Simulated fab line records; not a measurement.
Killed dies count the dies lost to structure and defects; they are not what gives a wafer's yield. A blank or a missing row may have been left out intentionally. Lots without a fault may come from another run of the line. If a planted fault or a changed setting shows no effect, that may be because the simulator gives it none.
fab line records	flow n5_finfet
record lots=24	wafers=72	last_day=18
route steps=1938 shown BEOL_M4@1080 BEOL_M5@1135
lots with no fault: from the same line, run without faults
start_h: the number of hours between the record's first day and the start of the first shown wafer of the lot	wait_h: how many hours have passed since the lot's step before this one	" repeats the value in the row above	L1.1+2: a row that stands for several wafers	- no value, or no start given	* or withheld: withheld	< > ~ a bound
route shown NAME@n: NAME is a module with steps in the file, n the number in the route of the first one	usual: mean and standard deviation over wafers with no fault	same: alike in all rows	chamber/n: place in a boat	sites: each site's reading	_std_site: their standard deviation	_edge_site: outer sites' mean less inner sites'	radius_mm: how far each site lies from the wafer's centre	mask NAME#n: copy n	behind: the tool/chamber that last shaped the wafer	hold: why the lot went on hold/how many hours it stayed there/how the hold came to an end	device: which transistor (n, p or np) failed to switch	end of line: the route-end tests of the same wafers	a step given without rows: its recipe and nothing more	killed: count of dies lost to structure and defects at first sort (not the wafer's yield)	map: dies across one wafer; x = killed, . = not, _ = none there
set.NAME: setting as actually run; set.NAME@STEP: the setting as run at that earlier step	model.NAME: the simulator's own value behind a step, which no gauge read
one table for each step of the route and one row for each wafer, over a sample of lots
services: the hour from which a tool's chamber was out of use, counted from the record's first day as start_h (under 0 if before that day), plus the number of hours and why
## steps
# step N5_BEOL_M4_PRE_CLEAN_45
# recipe gas=H2/He	time_s=30	temp_c=250
# usual heater_power_w=318/27
lot.wafer	tool	chamber	start_h	wait_h	heater_power_w
L074.1	pvd_sputter-01	-	157.88	0.0	329
L074.3	"	-	"	"	306
L074.6	"	-	"	"	330
L075.1	pvd_sputter-03	-	169.32	0.0	338
L075.4	"	-	"	"	324
L075.5	"	-	"	"	310
L076.2	pvd_sputter-03	-	188.63	0.0	302
L076.3	"	-	"	"	337
L076.6	"	-	"	"	326
L077.1	pvd_sputter-02	-	193.30	0.0	313
L077.2	"	-	"	"	260
L077.4	"	-	"	"	388
L080.2	pvd_sputter-01	-	193.62	0.0	320
L080.3	"	-	"	"	306
L080.4	"	-	"	"	294
L078.1	pvd_sputter-03	-	200.56	0.0	329
L078.2	"	-	"	"	306
L078.6	"	-	"	"	307
L079.1	pvd_sputter-03	-	202.66	0.0	333
L079.3	"	-	"	"	327
L079.5	"	-	"	"	335
L081.1	pvd_sputter-03	-	205.10	0.0	331
L081.3	"	-	"	"	310
L081.6	"	-	"	"	298
L083.3	pvd_sputter-02	-	213.52	0.0	328
L083.4	"	-	"	"	256
L083.5	"	-	"	"	261
L082.2	pvd_sputter-02	-	218.00	0.0	306
L082.3	"	-	"	"	262
L082.6	"	-	"	"	313
L084.1	pvd_sputter-03	-	225.59	0.0	339
L084.2	"	-	"	"	337
L084.5	"	-	"	"	301
L085.2	pvd_sputter-01	-	228.40	0.0	334
L085.5	"	-	"	"	325
L085.6	"	-	"	"	307
L086.1	pvd_sputter-02	-	246.41	0.0	309
L086.2	"	-	"	"	256
L086.5	"	-	"	"	416
L087.2	pvd_sputter-03	-	246.82	0.0	300
L087.4	"	-	"	"	325
L087.6	"	-	"	"	295
L088.1	pvd_sputter-03	-	250.78	0.0	297
L088.5	"	-	"	"	335
L088.6	"	-	"	"	309
L089.2	pvd_sputter-03	-	250.94	0.0	308
L089.4	"	-	"	"	341
L089.6	"	-	"	"	329
L091.4	pvd_sputter-01	-	257.35	0.0	326
L091.5	"	-	"	"	332
L091.6	"	-	"	"	302
L090.1	pvd_sputter-03	-	262.21	0.0	334
L090.2	"	-	"	"	326
L090.6	"	-	"	"	321
L092.1	pvd_sputter-01	-	271.71	0.0	296
L092.2	"	-	"	"	330
L092.4	"	-	"	"	328
L093.1	pvd_sputter-03	-	284.73	0.0	304
L093.3	"	-	"	"	324
L093.4	"	-	"	"	343
L095.2	pvd_sputter-01	-	288.14	0.0	299
L095.4	"	-	"	"	341
L095.5	"	-	"	"	336
L094.1	pvd_sputter-03	-	305.75	0.0	305
L094.3	"	-	"	"	304
L094.6	"	-	"	"	329
L096.1	pvd_sputter-02	-	305.98	0.0	314
L096.4	"	-	"	"	328
L096.5	"	-	"	"	262
L097.1	pvd_sputter-03	-	311.08	0.0	308
L097.4	"	-	"	"	329
L097.6	"	-	"	"	310
# step N5_BEOL_M4_RS_MEAS_58
# recipe thk_meas_gauge=four-point-probe	reads=Co_of_BEOL_M4_CO_CAP_55+Cu_of_BEOL_M4_ECD_50+Co_of_BEOL_M4_CVD_47+TaN_of_BEOL_M4_ALD_84
# usual M4_RS=0.68/0.036
lot.wafer	tool	chamber	start_h	wait_h	M4_RS[ohm/sq]
L074.1	film_metro-01	-	161.57	0.0	0.72
L074.3	"	-	"	"	0.66
L074.6	"	-	"	"	0.74
L075.1	film_metro-02	-	172.85	0.0	0.71
L075.4	"	-	"	"	0.72
L075.5	"	-	"	"	0.70
L076.2	film_metro-01	-	192.23	0.1	0.74
L076.3	"	-	"	"	0.65
L076.6	"	-	"	"	0.67
L077.1	film_metro-02	-	196.75	0.0	0.68
L077.2	"	-	"	"	0.67
L077.4	"	-	"	"	0.65
L080.2	film_metro-02	-	197.38	0.1	0.78
L080.3	"	-	"	"	0.72
L080.4	"	-	"	"	0.69
L078.1	film_metro-02	-	204.36	0.0	0.69
L078.2	"	-	"	"	0.70
L078.6	"	-	"	"	0.65
L079.1	film_metro-01	-	206.47	0.0	0.69
L079.3	"	-	"	"	0.64
L079.5	"	-	"	"	0.64
L081.1	film_metro-02	-	208.63	0.0	0.72
L081.3	"	-	"	"	0.69
L081.6	"	-	"	"	0.67
L083.3	film_metro-02	-	220.97	0.1	0.64
L083.4	"	-	"	"	0.65
L083.5	"	-	"	"	0.68
L082.2	film_metro-02	-	222.49	0.1	0.65
L082.3	"	-	"	"	0.65
L082.6	"	-	"	"	0.69
L084.1	film_metro-02	-	230.12	0.0	0.65
L084.2	"	-	"	"	0.70
L084.5	"	-	"	"	0.66
L085.2	film_metro-02	-	232.01	0.1	0.69
L085.5	"	-	"	"	0.65
L085.6	"	-	"	"	0.62
L086.1	film_metro-02	-	249.98	0.0	0.63
L086.2	"	-	"	"	0.68
L086.5	"	-	"	"	0.71
L087.2	film_metro-02	-	250.27	0.1	0.71
L087.4	"	-	"	"	0.70
L087.6	"	-	"	"	0.75
L088.1	film_metro-01	-	254.37	0.0	0.69
L088.5	"	-	"	"	0.69
L088.6	"	-	"	"	0.67
L089.2	film_metro-02	-	254.87	0.1	0.65
L089.4	"	-	"	"	0.67
L089.6	"	-	"	"	0.67
L091.4	film_metro-01	-	260.89	0.0	0.65
L091.5	"	-	"	"	0.64
L091.6	"	-	"	"	0.67
L090.1	film_metro-01	-	265.78	0.0	0.65
L090.2	"	-	"	"	0.67
L090.6	"	-	"	"	0.62
L092.1	film_metro-02	-	276.35	0.0	0.75
L092.2	"	-	"	"	0.64
L092.4	"	-	"	"	0.62
L093.1	film_metro-02	-	288.34	0.0	0.72
L093.3	"	-	"	"	0.77
L093.4	"	-	"	"	0.68
L095.2	film_metro-01	-	291.54	0.1	0.69
L095.4	"	-	"	"	0.62
L095.5	"	-	"	"	0.67
L094.1	film_metro-02	-	309.30	0.0	0.62
L094.3	"	-	"	"	0.63
L094.6	"	-	"	"	0.61
L096.1	film_metro-01	-	309.64	0.0	0.64
L096.4	"	-	"	"	0.72
L096.5	"	-	"	"	0.63
L097.1	film_metro-02	-	316.21	0.0	0.75
L097.4	"	-	"	"	0.62
L097.6	"	-	"	"	0.61
# step N5_BEOL_M5_STRIP_64
# recipe chemistry=CF4	resist=SiARC	power_w=300	bias_power_w=75	pressure_mtorr=50	cf4_flow_sccm=150	rf_frequency_hz=6e+07
# usual drypump_motor_current_A=5.8/0.54	oes_product_au=0.78/0.08	rf_vpp_V=271.7/1.4	showerhead_plenum_p_Torr=1.81/0.05	throttle_valve_pct=13.5/0.33
lot.wafer	tool	chamber	start_h	wait_h	drypump_motor_current_A	oes_product_au	rf_hours_counter_h	rf_vpp_V	showerhead_plenum_p_Torr	throttle_valve_pct
L074.1	rie_diel-02	1	164.41	0.0	5.4	0.83	58	271.8	1.82	13.2
L074.3	"	3	"	"	6.6	0.90	25	275.1	1.89	13.3
L074.6	"	0	"	"	5.1	0.70	-	272.4	1.77	13.9
L075.1	rie_diel-02	0	176.50	0.0	5.1	0.69	198	271.2	1.77	13.9
L075.4	"	2	"	"	6.6	0.88	21	270.8	1.84	13.0
L075.5	"	1	"	"	5.4	0.83	-	272.1	1.81	13.2
L076.2	rie_diel-03	2	195.15	0.0	5.0	0.79	107	272.8	1.81	13.7
L076.3	"	1	"	"	6.0	0.74	175	268.4	1.72	13.8
L076.6	"	3	"	"	5.6	0.87	-	273.6	1.90	13.2
L077.1	rie_diel-02	3	200.75	0.0	6.6	0.89	35	274.0	1.89	13.4
L077.2	"	1	"	"	5.4	0.83	70	271.8	1.81	13.2
L077.4	"	0	"	"	5.1	0.69	206	271.5	1.76	13.9
L080.2	rie_diel-02	0	201.02	0.0	5.1	0.69	206	269.8	1.76	13.9
L080.3	"	2	"	"	6.6	0.88	29	271.8	1.84	13.1
L080.4	"	3	"	"	6.5	0.88	35	272.3	1.89	13.4
L078.1	rie_diel-03	2	208.85	0.0	5.0	0.79	111	271.5	1.80	13.7
L078.2	"	3	"	"	5.6	0.86	43	274.4	1.89	13.2
L078.6	"	1	"	"	6.0	0.73	-	270.0	1.72	13.8
L079.1	rie_diel-02	2	209.31	0.0	6.6	0.87	32	272.0	1.84	13.1
L079.3	"	0	"	"	5.1	0.69	209	271.9	1.76	13.9
L079.5	"	1	"	"	5.4	0.81	-	270.7	1.81	13.2
L081.1	rie_diel-04	0	212.37	0.0	5.6	0.71	193	269.8	1.77	13.9
L081.3	"	3	"	"	5.7	0.97	5	271.6	1.84	13.0
L081.6	"	1	"	"	6.3	0.73	-	272.5	1.85	13.5
L083.3	rie_diel-03	2	225.13	0.0	5.0	0.79	116	270.9	1.80	13.7
L083.4	"	1	"	"	6.0	0.74	182	269.1	1.71	13.8
L083.5	"	2	"	"	5.0	0.78	-	270.3	1.80	13.7
L082.2	rie_diel-02	0	225.81	0.0	5.1	0.69	214	271.6	1.76	13.9
L082.3	"	3	"	"	6.7	0.87	42	272.8	1.88	13.4
L082.6	"	0	"	"	5.1	0.68	-	271.4	1.76	13.9
L084.1	rie_diel-02	0	234.18	0.0	5.1	0.68	217	269.8	1.76	13.9
L084.2	"	3	"	"	6.6	0.87	45	274.8	1.88	13.4
L084.5	"	2	"	"	6.6	0.85	-	272.0	1.83	13.1
L085.2	rie_diel-04	1	235.00	0.0	6.3	0.72	207	273.9	1.85	13.4
L085.5	"	2	"	"	5.7	0.71	-	272.0	1.86	13.9
L085.6	"	3	"	"	5.8	0.95	-	273.0	1.84	13.0
L086.1	rie_diel-04	2	254.34	0.0	5.7	0.71	175	273.1	1.85	14.0
L086.2	"	1	"	"	6.3	0.71	213	272.4	1.85	13.5
L086.5	"	1	"	"	6.3	0.71	-	271.3	1.85	13.5
L087.2	rie_diel-02	1	254.79	0.0	5.4	0.81	86	272.3	1.81	13.3
L087.4	"	3	"	"	6.6	0.86	51	272.9	1.88	13.4
L087.6	"	3	"	"	6.5	0.87	-	273.5	1.88	13.4
L088.1	rie_diel-04	0	257.35	0.0	5.6	0.70	206	269.5	1.77	14.0
L088.5	"	0	"	"	5.6	0.70	-	270.8	1.77	13.9
L088.6	"	3	"	"	5.7	0.93	-	272.2	1.84	13.0
L089.2	rie_diel-04	1	257.88	0.0	6.3	0.72	214	271.9	1.85	13.5
L089.4	"	0	"	"	5.6	0.70	207	270.9	1.77	13.9
L089.6	"	2	"	"	5.7	0.71	-	272.4	1.85	14.0
L091.4	rie_diel-02	1	263.77	0.0	5.4	0.80	89	271.5	1.81	13.3
L091.5	"	0	"	"	5.1	0.67	-	271.0	1.76	13.9
L091.6	"	1	"	"	5.4	0.80	-	270.7	1.81	13.3
L090.1	rie_diel-02	1	269.02	0.0	5.4	0.80	90	273.0	1.81	13.3
L090.2	"	2	"	"	6.6	0.85	49	273.2	1.83	13.1
L090.6	"	0	"	"	5.1	0.68	-	272.1	1.76	13.9
L092.1	rie_diel-04	3	279.38	0.0	5.7	0.91	24	272.2	1.83	13.0
L092.2	"	1	"	"	6.3	0.71	219	271.7	1.85	13.5
L092.4	"	0	"	"	5.6	0.70	213	270.9	1.77	13.9
L093.1	rie_diel-02	3	292.07	0.0	6.6	0.85	63	274.9	1.88	13.4
L093.3	"	0	"	"	5.1	0.67	235	269.7	1.76	13.9
L093.4	"	1	"	"	5.4	0.79	98	270.8	1.80	13.3
L095.2	rie_diel-03	1	295.18	0.0	6.0	0.72	204	269.4	1.71	13.8
L095.4	"	3	"	"	5.7	0.84	68	273.2	1.89	13.3
L095.5	"	2	"	"	5.0	0.76	-	270.9	1.80	13.8
L094.1	rie_diel-03	3	311.92	0.0	5.6	0.82	73	272.8	1.89	13.3
L094.3	"	0	"	"	5.9	0.72	201	269.8	1.78	13.7
L094.6	"	0	"	"	5.9	0.73	-	271.6	1.78	13.7
L096.1	rie_diel-03	3	314.94	0.0	5.6	0.82	75	273.8	1.89	13.3
L096.4	"	0	"	"	5.9	0.72	202	271.3	1.78	13.7
L096.5	"	1	"	"	6.0	0.71	-	269.0	1.71	13.9
L097.1	rie_diel-02	3	320.27	0.0	6.6	0.84	76	273.5	1.87	13.5
L097.4	"	2	"	"	6.6	0.82	70	271.6	1.83	13.2
L097.6	"	1	"	"	5.4	0.77	-	270.6	1.80	13.3
# step N5_BEOL_M5_CD_MEAS_18
# recipe pitch_nm=56	target_cd_nm=28
# usual cd_nm=27.9/0.37
lot.wafer	tool	chamber	start_h	wait_h	cd_nm
L074.1	cd_sem-02	-	164.63	0.0	27.5
L074.3	"	-	"	"	27.2
L074.6	"	-	"	"	27.8
L075.1	cd_sem-01	-	176.79	0.0	27.6
L075.4	"	-	"	"	28.2
L075.5	"	-	"	"	27.6
L076.2	cd_sem-02	-	195.37	0.1	28.4
L076.3	"	-	"	"	28.4
L076.6	"	-	"	"	28.3
L077.1	cd_sem-03	-	201.11	0.0	28.1
L077.2	"	-	"	"	27.8
L077.4	"	-	"	"	28.1
L080.2	cd_sem-01	-	201.39	0.1	28.3
L080.3	"	-	"	"	28.3
L080.4	"	-	"	"	27.4
L078.1	cd_sem-03	-	209.07	0.0	28.4
L078.2	"	-	"	"	28.3
L078.6	"	-	"	"	28.3
L079.1	cd_sem-03	-	209.53	0.0	28.5
L079.3	"	-	"	"	28.1
L079.5	"	-	"	"	27.9
L081.1	cd_sem-01	-	212.62	0.0	27.3
L081.3	"	-	"	"	27.7
L081.6	"	-	"	"	27.5
L083.3	cd_sem-02	-	225.40	0.1	27.7
L083.4	"	-	"	"	27.7
L083.5	"	-	"	"	28.4
L082.2	cd_sem-03	-	226.11	0.1	27.6
L082.3	"	-	"	"	27.4
L082.6	"	-	"	"	27.6
L084.1	cd_sem-01	-	234.42	0.1	28.3
L084.2	"	-	"	"	27.8
L084.5	"	-	"	"	28.1
L085.2	cd_sem-01	-	235.23	0.1	27.6
L085.5	"	-	"	"	27.5
L085.6	"	-	"	"	27.7
L086.1	cd_sem-03	-	254.61	0.0	27.5
L086.2	"	-	"	"	28.0
L086.5	"	-	"	"	28.6
L087.2	cd_sem-02	-	255.17	0.1	27.5
L087.4	"	-	"	"	27.1
L087.6	"	-	"	"	26.8
L088.1	cd_sem-01	-	257.57	0.0	27.5
L088.5	"	-	"	"	28.5
L088.6	"	-	"	"	28.3
L089.2	cd_sem-03	-	258.10	0.1	27.7
L089.4	"	-	"	"	28.1
L089.6	"	-	"	"	27.2
L091.4	cd_sem-01	-	264.00	0.1	28.3
L091.5	"	-	"	"	28.3
L091.6	"	-	"	"	28.5
L090.1	cd_sem-01	-	269.24	0.0	27.8
L090.2	"	-	"	"	28.2
L090.6	"	-	"	"	27.6
L092.1	cd_sem-01	-	279.68	0.0	28.1
L092.2	"	-	"	"	27.7
L092.4	"	-	"	"	28.1
L093.1	cd_sem-03	-	292.29	0.0	27.2
L093.3	"	-	"	"	28.0
L093.4	"	-	"	"	28.1
L095.2	cd_sem-03	-	295.42	0.1	27.9
L095.4	"	-	"	"	27.6
L095.5	"	-	"	"	27.5
L094.1	cd_sem-03	-	312.15	0.0	27.5
L094.3	"	-	"	"	28.3
L094.6	"	-	"	"	27.7
L096.1	cd_sem-03	-	315.17	0.0	27.5
L096.4	"	-	"	"	28.2
L096.5	"	-	"	"	27.6
L097.1	cd_sem-01	-	320.58	0.0	28.2
L097.4	"	-	"	"	28.5
L097.6	"	-	"	"	28.5
# step N5_BEOL_M5_CD_MEAS_28
# recipe target_cd_nm=30.6	landing_energy_ev=500	detector=se_inlens	target_cd_y_nm=20	polarity=opening
# usual cd_nm=30.66/0.27
lot.wafer	tool	chamber	start_h	wait_h	cd_nm
L074.1	cd_sem-01	0	168.44	-	31.12
L074.3	"	0	"	"	30.77
L074.6	"	0	"	"	31.00
L075.1	cd_sem-03	0	178.24	-	30.97
L075.4	"	0	"	"	31.19
L075.5	"	0	"	"	31.17
L076.2	cd_sem-03	0	195.70	-	31.08
L076.3	"	0	"	"	30.79
L076.6	"	0	"	"	30.76
L077.1	cd_sem-03	0	201.57	-	30.41
L077.2	"	0	"	"	30.72
L077.4	"	0	"	"	31.25
L080.2	cd_sem-01	0	203.88	-	30.25
L080.3	"	0	"	"	30.32
L080.4	"	0	"	"	30.57
L079.1	cd_sem-03	0	210.74	-	30.66
L079.3	"	0	"	"	30.86
L079.5	"	0	"	"	30.80
L078.1	cd_sem-02	0	210.91	-	30.32
L078.2	"	0	"	"	30.31
L078.6	"	0	"	"	30.66
L081.1	cd_sem-02	0	216.51	-	31.02
L081.3	"	0	"	"	30.02
L081.6	"	0	"	"	30.52
L083.3	cd_sem-03	0	225.84	-	30.30
L083.4	"	0	"	"	31.02
L083.5	"	0	"	"	30.45
L082.2	cd_sem-02	0	227.25	-	30.23
L082.3	"	0	"	"	30.50
L082.6	"	0	"	"	30.35
L084.1	cd_sem-01	0	236.15	-	30.84
L084.2	"	0	"	"	30.64
L084.5	"	0	"	"	30.64
L085.2	cd_sem-01	0	236.32	-	30.34
L085.5	"	0	"	"	30.82
L085.6	"	0	"	"	30.42
L086.1	cd_sem-01	0	255.05	-	30.18
L086.2	"	0	"	"	30.77
L086.5	"	0	"	"	30.51
L087.2	cd_sem-01	0	255.61	-	31.06
L087.4	"	0	"	"	30.59
L087.6	"	0	"	"	30.53
L088.1	cd_sem-01	0	261.18	-	30.46
L088.5	"	0	"	"	30.60
L088.6	"	0	"	"	30.30
L089.2	cd_sem-03	0	261.23	-	31.07
L089.4	"	0	"	"	30.71
L089.6	"	0	"	"	30.71
L091.4	cd_sem-03	0	266.31	-	31.10
L091.5	"	0	"	"	30.93
L091.6	"	0	"	"	30.86
L090.1	cd_sem-03	0	270.16	-	30.97
L090.2	"	0	"	"	31.04
L090.6	"	0	"	"	30.79
L092.1	cd_sem-01	0	280.11	-	30.23
L092.2	"	0	"	"	30.47
L092.4	"	0	"	"	30.64
L093.1	cd_sem-01	0	293.55	-	30.97
L093.3	"	0	"	"	30.86
L093.4	"	0	"	"	30.47
L095.2	cd_sem-03	0	296.64	-	30.94
L095.4	"	0	"	"	30.30
L095.5	"	0	"	"	30.53
L094.1	cd_sem-03	0	313.65	-	30.85
L094.3	"	0	"	"	30.56
L094.6	"	0	"	"	30.77
L096.1	cd_sem-03	0	315.63	-	30.72
L096.4	"	0	"	"	30.66
L096.5	"	0	"	"	31.07
L097.1	cd_sem-03	0	320.91	-	30.73
L097.4	"	0	"	"	30.52
L097.6	"	0	"	"	30.45
# step N5_BEOL_M5_DESCUM_33
# recipe chemistry=O2	time_s=7	source_power_w=50	bias_power_w=20	pressure_mtorr=20	rf_frequency_hz=2.712e+07	temp_c=40	resist=CAR-EUV	o2_flow_sccm=225
# usual drypump_motor_current_A=5.8/0.52	oes_product_au=0.79/0.082	rf_vpp_V=243.6/1.4	showerhead_plenum_p_Torr=2.12/0.067	throttle_valve_pct=20.4/0.37
lot.wafer	tool	chamber	start_h	wait_h	drypump_motor_current_A	oes_product_au	rf_hours_counter_h	rf_vpp_V	showerhead_plenum_p_Torr	throttle_valve_pct
L074.1	rie_diel-02	2	168.56	0.0	6.6	0.91	19	243.5	2.12	19.8
L074.3	"	3	"	"	6.6	0.92	26	246.0	2.22	20.3
L074.6	"	2	"	"	6.6	0.92	-	244.0	2.12	19.7
L075.1	rie_diel-03	3	178.64	0.3	5.7	0.88	33	245.8	2.23	20.2
L075.4	"	3	"	"	5.7	0.88	-	245.3	2.23	20.2
L075.5	"	1	"	"	6.0	0.75	-	242.0	2.00	20.6
L076.2	rie_diel-02	0	195.83	0.0	5.2	0.71	204	242.5	2.07	20.8
L076.3	"	3	"	"	6.6	0.90	33	245.8	2.22	20.3
L076.6	"	2	"	"	6.6	0.90	-	243.0	2.12	19.8
L077.1	rie_diel-02	2	201.70	0.0	6.6	0.90	30	243.5	2.12	19.8
L077.2	"	3	"	"	6.6	0.90	35	245.8	2.22	20.3
L077.4	"	1	"	"	5.4	0.83	70	243.6	2.10	20.0
L080.2	rie_diel-03	2	204.00	0.0	5.0	0.79	111	243.8	2.11	20.6
L080.3	"	1	"	"	6.0	0.74	177	242.6	2.00	20.6
L080.4	"	0	"	"	5.9	0.74	170	242.2	2.09	20.4
L079.1	rie_diel-03	0	210.86	0.0	5.9	0.74	171	242.6	2.09	20.4
L079.3	"	3	"	"	5.7	0.86	44	246.0	2.22	20.2
L079.5	"	1	"	"	6.0	0.74	-	241.1	1.99	20.6
L078.1	rie_diel-04	1	211.08	0.1	6.3	0.73	200	244.4	2.16	20.1
L078.2	"	0	"	"	5.6	0.72	193	243.7	2.08	20.8
L078.6	"	0	"	"	5.6	0.72	-	242.1	2.08	20.8
L081.1	rie_diel-02	0	216.93	0.3	5.1	0.69	211	242.1	2.06	20.8
L081.3	"	1	"	"	5.4	0.82	74	242.5	2.10	19.9
L081.6	"	2	"	"	6.6	0.89	-	243.6	2.12	19.8
L083.3	rie_diel-02	3	225.96	0.0	6.6	0.89	42	244.2	2.21	20.3
L083.4	"	0	"	"	5.1	0.69	214	243.3	2.06	20.8
L083.5	"	3	"	"	6.6	0.89	-	246.4	2.21	20.3
L082.2	rie_diel-02	2	227.37	0.0	6.6	0.89	37	243.6	2.11	19.8
L082.3	"	0	"	"	5.1	0.70	215	244.2	2.06	20.8
L082.6	"	0	"	"	5.1	0.69	-	241.6	2.06	20.8
L084.1	rie_diel-04	3	236.51	0.3	5.7	0.98	11	244.9	2.15	19.9
L084.2	"	1	"	"	6.3	0.72	207	245.7	2.16	20.1
L084.5	"	1	"	"	6.3	0.72	-	245.4	2.16	20.1
L085.2	rie_diel-03	1	236.56	0.1	6.0	0.73	186	240.6	1.99	20.6
L085.5	"	1	"	"	6.0	0.74	-	242.5	1.99	20.6
L085.6	"	3	"	"	5.6	0.86	-	244.4	2.22	20.2
L086.1	rie_diel-03	1	255.17	0.0	6.0	0.74	192	242.1	1.99	20.6
L086.2	"	3	"	"	5.6	0.85	57	246.0	2.22	20.3
L086.5	"	0	"	"	5.9	0.74	-	243.4	2.08	20.4
L087.2	rie_diel-04	2	255.76	0.1	5.7	0.71	176	244.2	2.18	20.9
L087.4	"	1	"	"	6.3	0.72	214	244.4	2.15	20.1
L087.6	"	0	"	"	5.6	0.70	-	240.9	2.07	20.8
L088.1	rie_diel-02	3	261.64	0.4	6.5	0.88	53	245.1	2.21	20.3
L088.5	"	2	"	"	6.6	0.87	-	243.5	2.11	19.8
L088.6	"	1	"	"	5.4	0.82	-	244.1	2.09	20.0
L089.2	rie_diel-03	1	261.75	0.4	6.0	0.72	194	241.1	1.99	20.6
L089.4	"	2	"	"	5.0	0.78	126	242.1	2.11	20.7
L089.6	"	1	"	"	6.0	0.73	-	241.5	1.99	20.6
L091.4	rie_diel-02	2	266.44	0.0	6.6	0.87	-	243.0	2.11	19.8
L091.5	"	0	"	"	5.1	0.69	-	242.0	2.06	20.8
L091.6	"	3	"	"	6.5	0.88	-	243.2	2.21	20.3
L090.1	rie_diel-04	3	270.28	0.0	5.7	0.95	22	245.4	2.15	19.9
L090.2	"	0	"	"	5.6	0.70	210	242.7	2.07	20.8
L090.6	"	1	"	"	6.3	0.72	-	243.9	2.15	20.1
L092.1	rie_diel-03	2	280.40	0.2	5.0	0.78	131	242.8	2.11	20.7
L092.2	"	3	"	"	5.6	0.83	64	244.7	2.22	20.3
L092.4	"	0	"	"	5.9	0.74	191	242.7	2.08	20.5
L093.1	rie_diel-04	3	293.97	0.3	5.7	0.93	29	242.8	2.15	19.9
L093.3	"	1	"	"	6.3	0.72	224	244.4	2.15	20.1
L093.4	"	0	"	"	5.6	0.70	218	242.6	2.07	20.9
L095.2	rie_diel-04	2	297.12	0.4	5.7	0.70	190	246.4	2.18	20.9
L095.4	"	1	"	"	6.3	0.71	225	245.8	2.15	20.2
L095.5	"	2	"	"	5.7	0.70	-	244.4	2.18	20.9
L094.1	rie_diel-03	0	314.35	0.6	5.9	0.73	202	243.2	2.08	20.5
L094.3	"	1	"	"	6.0	0.71	211	239.9	1.98	20.6
L094.6	"	2	"	"	5.0	0.77	-	242.7	2.10	20.7
L096.1	rie_diel-02	0	316.23	0.5	5.1	0.67	243	242.3	2.05	20.8
L096.4	"	1	"	"	5.4	0.79	108	244.1	2.08	20.0
L096.5	"	0	"	"	5.1	0.68	-	241.5	2.05	20.9
L097.1	rie_diel-02	1	321.12	0.1	5.4	0.79	110	244.1	2.08	20.0
L097.4	"	2	"	"	6.6	0.83	70	243.9	2.10	19.8
L097.6	"	0	"	"	5.1	0.68	-	241.3	2.05	20.9
## services
tool	chamber	start_h	hours	kind
pvd_sputter-03	-	134.43	3.8	repair
pvd_sputter-02	-	138.49	1.9	repair
pvd_sputter-03	-	149.97	2.2	repair
rie_diel-03	-	163.99	0.5	repair
rie_diel-03	2	175.88	5.3	repair
rie_diel-04	3	179.20	-	clean
rie_diel-04	3	179.20	-	consumable_replace:focus_ring
rie_diel-04	3	179.20	17.8	scheduled_down
rie_diel-04	3	179.20	17.8	vent_cycle
rie_diel-02	3	190.09	4.6	repair
rie_diel-03	0	236.50	2.5	repair
rie_diel-04	1	264.02	3.2	repair
rie_diel-02	1	266.25	1.6	repair
pvd_sputter-01	-	297.03	20.4	repair
rie_diel-04	-	301.12	28.1	pm
rie_diel-02	0	307.62	3.9	repair
## key
fault none
